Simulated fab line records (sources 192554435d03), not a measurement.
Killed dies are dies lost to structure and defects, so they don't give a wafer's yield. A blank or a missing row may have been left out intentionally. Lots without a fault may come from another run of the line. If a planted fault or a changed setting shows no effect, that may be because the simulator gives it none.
Matching of chambers / flow n5 finfet / N5_MOL_CONTACT_COAG_STRIP_98 on rie diel-01 has 4 sister chambers
The step strips in N2/H2. 20 wafers are shown with their chamber, then 10 later ones without.

WAFERS PAIRED WITH THEIR CHAMBERS
wafer=L074.1; chamber=3; drypump motor current A (A)=5.2; throttle valve pct (%)=19.05; showerhead plenum p Torr (Torr)=3.40
wafer=L074.3; chamber=1; drypump motor current A (A)=5.7; throttle valve pct (%)=19.34; showerhead plenum p Torr (Torr)=3.37
wafer=L074.5; chamber=2; drypump motor current A (A)=5.0; throttle valve pct (%)=18.64; showerhead plenum p Torr (Torr)=3.45
wafer=L075.2; chamber=0; drypump motor current A (A)=6.5; throttle valve pct (%)=18.84; showerhead plenum p Torr (Torr)=3.30
wafer=L075.3; chamber=1; drypump motor current A (A)=5.7; throttle valve pct (%)=19.31; showerhead plenum p Torr (Torr)=3.36
wafer=L075.6; chamber=1; drypump motor current A (A)=5.7; throttle valve pct (%)=19.31; showerhead plenum p Torr (Torr)=3.37
wafer=L076.1; chamber=3; drypump motor current A (A)=5.2; throttle valve pct (%)=19.02; showerhead plenum p Torr (Torr)=3.40
wafer=L076.2; chamber=1; drypump motor current A (A)=5.6; throttle valve pct (%)=19.31; showerhead plenum p Torr (Torr)=3.37
wafer=L076.4; chamber=2; drypump motor current A (A)=5.0; throttle valve pct (%)=18.61; showerhead plenum p Torr (Torr)=3.45
wafer=L077.2; chamber=3; drypump motor current A (A)=5.1; throttle valve pct (%)=19.04; showerhead plenum p Torr (Torr)=3.40
wafer=L077.5; chamber=1; drypump motor current A (A)=5.7; throttle valve pct (%)=19.31; showerhead plenum p Torr (Torr)=3.36
wafer=L077.6; chamber=0; drypump motor current A (A)=6.5; throttle valve pct (%)=18.83; showerhead plenum p Torr (Torr)=3.30
wafer=L079.1; chamber=1; drypump motor current A (A)=5.6; throttle valve pct (%)=19.29; showerhead plenum p Torr (Torr)=3.36
wafer=L079.3; chamber=2; drypump motor current A (A)=5.0; throttle valve pct (%)=18.64; showerhead plenum p Torr (Torr)=3.44
wafer=L079.5; chamber=2; drypump motor current A (A)=5.0; throttle valve pct (%)=18.68; showerhead plenum p Torr (Torr)=3.44
wafer=L080.1; chamber=3; drypump motor current A (A)=5.2; throttle valve pct (%)=19.05; showerhead plenum p Torr (Torr)=3.39
wafer=L080.3; chamber=2; drypump motor current A (A)=5.0; throttle valve pct (%)=18.63; showerhead plenum p Torr (Torr)=3.44
wafer=L080.5; chamber=1; drypump motor current A (A)=5.7; throttle valve pct (%)=19.34; showerhead plenum p Torr (Torr)=3.36
wafer=L081.2; chamber=3; drypump motor current A (A)=5.2; throttle valve pct (%)=19.05; showerhead plenum p Torr (Torr)=3.39
wafer=L081.5; chamber=0; drypump motor current A (A)=6.5; throttle valve pct (%)=18.88; showerhead plenum p Torr (Torr)=3.29

SIGNATURES (averages over the wafers above)
reading=drypump motor current A; chamber 0=6.500; chamber 1=5.671; chamber 2=5.000; chamber 3=5.180; scatter within a chamber=0.0373
reading=throttle valve pct; chamber 0=18.8500; chamber 1=19.3157; chamber 2=18.6400; chamber 3=19.0420; scatter within a chamber=0.0204
reading=showerhead plenum p Torr; chamber 0=3.2967; chamber 1=3.3643; chamber 2=3.4440; chamber 3=3.3960; scatter within a chamber=0.00547
Rule: a wafer's distance from a chamber is the root of the sum, over the readings, of the square of ((its reading less the chamber's mean) divided by the reading's scatter). If the next closest chamber is less than 2 further off than the closest, the wafer can't be placed; otherwise it belongs to the closest. The scatter: the root of (the sum of the squares of (reading less its chamber's mean) over the shown wafers, divided by (wafers less chambers)).

WAFERS WHOSE CHAMBER IS MISSING
wafer=L081.6; drypump motor current A (A)=5.7; throttle valve pct (%)=19.34; showerhead plenum p Torr (Torr)=3.36
wafer=L085.2; drypump motor current A (A)=6.5; throttle valve pct (%)=18.85; showerhead plenum p Torr (Torr)=3.29
wafer=L085.3; drypump motor current A (A)=5.0; throttle valve pct (%)=18.64; showerhead plenum p Torr (Torr)=3.44
wafer=L085.4; drypump motor current A (A)=5.2; throttle valve pct (%)=19.09; showerhead plenum p Torr (Torr)=3.39
wafer=L092.1; drypump motor current A (A)=6.5; throttle valve pct (%)=18.90; showerhead plenum p Torr (Torr)=3.28
wafer=L092.2; drypump motor current A (A)=5.7; throttle valve pct (%)=19.36; showerhead plenum p Torr (Torr)=3.35
wafer=L092.6; drypump motor current A (A)=6.5; throttle valve pct (%)=18.87; showerhead plenum p Torr (Torr)=3.28
wafer=L094.1; drypump motor current A (A)=6.5; throttle valve pct (%)=18.90; showerhead plenum p Torr (Torr)=3.28
wafer=L094.2; drypump motor current A (A)=5.6; throttle valve pct (%)=19.40; showerhead plenum p Torr (Torr)=3.34
wafer=L094.3; drypump motor current A (A)=5.2; throttle valve pct (%)=19.10; showerhead plenum p Torr (Torr)=3.38

CHAMBER TAKEN BY EACH
wafer=L081.6; from the rows above=1; in truth=1
wafer=L085.2; from the rows above=0; in truth=0
wafer=L085.3; from the rows above=2; in truth=2
wafer=L085.4; from the rows above=3; in truth=3
wafer=L092.1; from the rows above=0; in truth=0
wafer=L092.2; from the rows above=1; in truth=1
wafer=L092.6; from the rows above=0; in truth=0
wafer=L094.1; from the rows above=0; in truth=0
wafer=L094.2; from the rows above=1; in truth=1
wafer=L094.3; from the rows above=3; in truth=3
Correctly placed: 10 of 10. Number that these rows cannot place: 0. Placed wrongly: 0.
